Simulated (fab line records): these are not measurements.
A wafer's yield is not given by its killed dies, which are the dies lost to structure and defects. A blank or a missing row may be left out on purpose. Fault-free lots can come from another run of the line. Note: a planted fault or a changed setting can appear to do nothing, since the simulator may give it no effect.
Chamber matching | flow n5 finfet | N5_MOL_CONTACT_COAG_STRIP_98 on rie diel-01 has 4 sister chambers
The step strips in N2/H2. 8 wafers are shown with their chamber, then 7 later ones without.

== WAFERS WITH THEIR CHAMBER ==
wafer  | chamber | showerhead plenum p Torr (Torr) | throttle valve pct (%)
L075.6 | 3       | 3.30                            | 18.49
L087.5 | 0       | 3.54                            | 18.69
L088.3 | 0       | 3.54                            | 18.68
L091.1 | 1       | 3.45                            | 19.15
L091.3 | 2       | 3.54                            | 18.55
L091.6 | 2       | 3.54                            | 18.54
L092.2 | 3       | 3.28                            | 18.59
L092.5 | 1       | 3.45                            | 19.19

== WAFERS WITH NO CHAMBER GIVEN ==
wafer  | showerhead plenum p Torr (Torr) | throttle valve pct (%)
L092.6 | 3.54                            | 18.66
L094.1 | 3.45                            | 19.17
L094.2 | 3.54                            | 18.58
L094.3 | 3.28                            | 18.54
L095.2 | 3.45                            | 19.20
L095.3 | 3.54                            | 18.57
L095.6 | 3.28                            | 18.59

== EACH ONE'S CHAMBER ==
wafer  | from the rows above     | in truth
L092.6 | 0                       | 0
L094.1 | 1                       | 1
L094.2 | can't be placed: 2 or 0 | 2
L094.3 | 3                       | 3
L095.2 | 1                       | 1
L095.3 | 2                       | 2
L095.6 | 3                       | 3
6 of 7 placed correctly. These rows do not allow placing 1 (true chamber among the candidates in 1). Wrongly placed: 0.
How it was worked out, from the rows above alone: a wafer's distance from a chamber is the root of the sum, over the readings, of the square of ((its reading less the chamber's mean) divided by the reading's scatter). If the next closest chamber is less than 2 further off than the closest, the wafer can't be placed; otherwise it belongs to the closest. For every chamber, the mean is computed from those of its wafers that are shown. The scatter is the square root of a quotient: the sum, over the shown wafers, of each reading's squared deviation from its chamber's mean, divided by wafers minus chambers.
